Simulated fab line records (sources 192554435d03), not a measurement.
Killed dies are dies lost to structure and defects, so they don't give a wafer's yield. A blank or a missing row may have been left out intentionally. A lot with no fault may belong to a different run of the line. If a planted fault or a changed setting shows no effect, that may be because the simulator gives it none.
Matching of chambers | flow n5 finfet | pecvd-04 running N5_BEOL_M5_DEP_56: 3 sister chambers
The step deposits SiCN from 3MS/NH3, target thk 8 nm, time 14 s. 14 wafers are shown with their chamber, then 7 later ones without.

== WAFERS, EACH WITH ITS CHAMBER ==
wafer  | chamber | throttle valve pct (%) | chamber pressure Torr (Torr) | showerhead plenum p Torr (Torr)
L074.3 | 1       | 9.29                   | 3.003                        | 3.661
L074.4 | 0       | 8.81                   | 2.996                        | 3.657
L074.5 | 2       | 9.03                   | 3.006                        | 3.665
L075.2 | 1       | 9.38                   | 2.999                        | 3.672
L075.4 | 1       | 9.34                   | 2.998                        | 3.664
L075.6 | 0       | 9.09                   | 3.003                        | 3.669
L078.1 | 1       | 9.28                   | 3.006                        | 3.667
L078.3 | 0       | 9.26                   | 2.995                        | 3.660
L078.4 | 0       | 9.14                   | 3.004                        | 3.660
L084.3 | 2       | 8.84                   | 2.999                        | 3.656
L084.5 | 1       | 9.27                   | 3.001                        | 3.661
L084.6 | 0       | 9.43                   | 2.995                        | 3.654
L079.1 | 2       | 8.92                   | 3.010                        | 3.663
L079.2 | 0       | 9.36                   | 3.012                        | 3.671

SIGNATURES (means of the wafers above)
reading                  | chamber 0 | chamber 1 | chamber 2 | scatter within a chamber
throttle valve pct       | 9.1817    | 9.3120    | 8.9300    | 0.158
chamber pressure Torr    | 3.00083   | 3.00140   | 3.00500   | 0.00551
showerhead plenum p Torr | 3.66183   | 3.66500   | 3.66133   | 0.0057
Rule: a wafer's distance from a chamber is the root of the sum, over the readings, of the square of ((its reading less the chamber's mean) divided by the reading's scatter). The wafer belongs to the nearest chamber; if the next one is less than 2 further off, it can't be placed. The scatter: take each reading less its chamber's mean, square it, sum over the shown wafers, divide by the number of wafers less the number of chambers, and take the root.

== WAFERS WHOSE CHAMBER IS MISSING ==
wafer  | throttle valve pct (%) | chamber pressure Torr (Torr) | showerhead plenum p Torr (Torr)
L079.6 | 9.02                   | 3.009                        | 3.666
L096.1 | 9.14                   | 2.997                        | 3.654
L096.3 | 9.21                   | 3.001                        | 3.649
L096.6 | 9.16                   | 3.011                        | 3.662
L095.1 | 9.04                   | 2.999                        | 3.667
L095.4 | 9.05                   | 2.990                        | 3.661
L095.6 | 9.04                   | 3.011                        | 3.653

== WHICH CHAMBER EACH WENT THROUGH ==
wafer  | from the rows above          | in truth
L079.6 | can't be placed: 2 or 0 or 1 | 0
L096.1 | can't be placed: 0 or 2 or 1 | 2
L096.3 | can't be placed: 0 or 1 or 2 | 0
L096.6 | can't be placed: 2 or 0 or 1 | 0
L095.1 | can't be placed: 0 or 2 or 1 | 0
L095.4 | can't be placed: 0 or 1 or 2 | 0
L095.6 | can't be placed: 2 or 0 or 1 | 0
Correct placement for 0 of the 7. Can't be placed from these rows: 7 (the true chamber is among the candidates in 7). 0 placed wrongly.
